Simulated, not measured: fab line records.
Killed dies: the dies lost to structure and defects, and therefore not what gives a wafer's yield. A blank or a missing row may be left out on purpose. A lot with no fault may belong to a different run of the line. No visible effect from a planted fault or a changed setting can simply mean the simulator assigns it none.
Comparing a struck lot with a sound one -- flow n5-finfet -- 14 steps out of a route of 1938
Sound: these wafers, L561.1, L561.2, L561.6. The struck wafers were L567.3, L567.4, L567.5. The cause is given at the end.
Order at every step that has rows: each side's tool, ch and its chambers, its first start. Under that, the readings that differ: sound wafers -- struck wafers -- difference of the means -- sigmas: that difference in standard deviations of wafers without a fault.
alike: a reading whose means differ by less than 2 such deviations, as well as words and numbers matching on both sides. not compared: withheld readings; readings where some wafer has no value; bounds like >300 that might hide an equal value; numbers whose values overlap and for which the record gives no deviation.
Wherever a step has rows on one side only, a row that says differs or no value, or a row with sigmas, the two part there. When numbers do not overlap yet have no deviation, they are printed without sigmas and do not part them. A reading missing from all wafers of one side parts the sides only when that side holds two or more wafers.

N5_BEOL_M9_RS_MEAS_57: uses a four-point probe to measure.
  sound: film-metro-01 at day 12 00:55; struck: film-metro-01 at day 12 20:16
  alike: M9_RS
N5_BEOL_M9_INSPECT_58: inspects for defects (darkfield).
  sound: defect-inspect-02 at day 12 00:57; struck: defect-inspect-01 at day 12 20:17
  alike: raw-defect-count
N5_BEOL_M10_ILD_DEP_00: deposits SiCOH lowk from DEMS/porogen, target thk 308.51 nm, time 58 s.
  sound on pecvd-01 ch 0,1,2, day 12 00:59; struck on pecvd-01 ch 1,2, day 12 20:19
  alike: heater-power-w, showerhead-plenum-p-Torr, throttle-valve-pct
N5_BEOL_M10_CURE_71: cures SiCOH lowk, time 240 s.
  sound on uv-cure-03 ch 1, day 12 01:04; struck on uv-cure-01 ch 1, day 12 20:34
  alike: lamp-power-pct, wafer_temp_C_max
N5_BEOL_M10_THK_MEAS_01:
  sound: film-metro-02 at day 12 01:34; struck: film-metro-02 at day 12 20:55
  alike: M10_ILD_THK
N5_BEOL_M10_PECVD_70: deposits SiO2 from TEOS/O2, target thk 20 nm, time 22.7 s.
  sound on pecvd-03 ch 0,1, day 12 01:37; struck on pecvd-03 ch 0,2, day 12 20:57
reading,sound,struck,difference,sigmas
heater-power-w (W),807 760 826,535 538 719,-200,-2
  alike: showerhead-plenum-p-Torr, throttle-valve-pct
N5_BEOL_M10_HM_DEP_02: deposits TiN, target thk 20 nm.
  sound: pvd-sputter-03 at day 12 02:31; struck: pvd-sputter-01 at day 12 21:40
  alike: substrate-temp-c, throttle-valve-pct
then, 5 steps without rows for these wafers: N5_BEOL_M10_COAT_59 (time 60 s, resist thk 100 nm); N5_BEOL_M10_COAT_60 (time 60 s, resist thk 30 nm); N5_BEOL_M10_COAT_05 (resist thk 90 nm); N5_BEOL_M10_EBR_07; N5_BEOL_M10_SOFTBAKE_06 (time 60 s).
N5_BEOL_M10_EXPOSE_08: exposes mask M10.
  sound on arfi-scanner-02 ch 0, day 12 02:45; struck on arfi-scanner-01, day 12 22:06
  no value came back on the struck wafers for dipole-opening-deg (degrees), exposure-dose-mJ-cm2, reticle-temp-C (C), stage-vel-mm-s (mm/s); on the sound wafers dipole-opening-deg (degrees) reads 40 40 40
  alike: mask
then, 1 step without rows for these wafers: N5_BEOL_M10_PEB_09 (peb time 60 s).

== WHERE THEY PART ==
Earliest at N5_BEOL_M10_PECVD_70; latest, in this record, at N5_BEOL_M10_EXPOSE_08.

WHY: the cause the simulator had injected
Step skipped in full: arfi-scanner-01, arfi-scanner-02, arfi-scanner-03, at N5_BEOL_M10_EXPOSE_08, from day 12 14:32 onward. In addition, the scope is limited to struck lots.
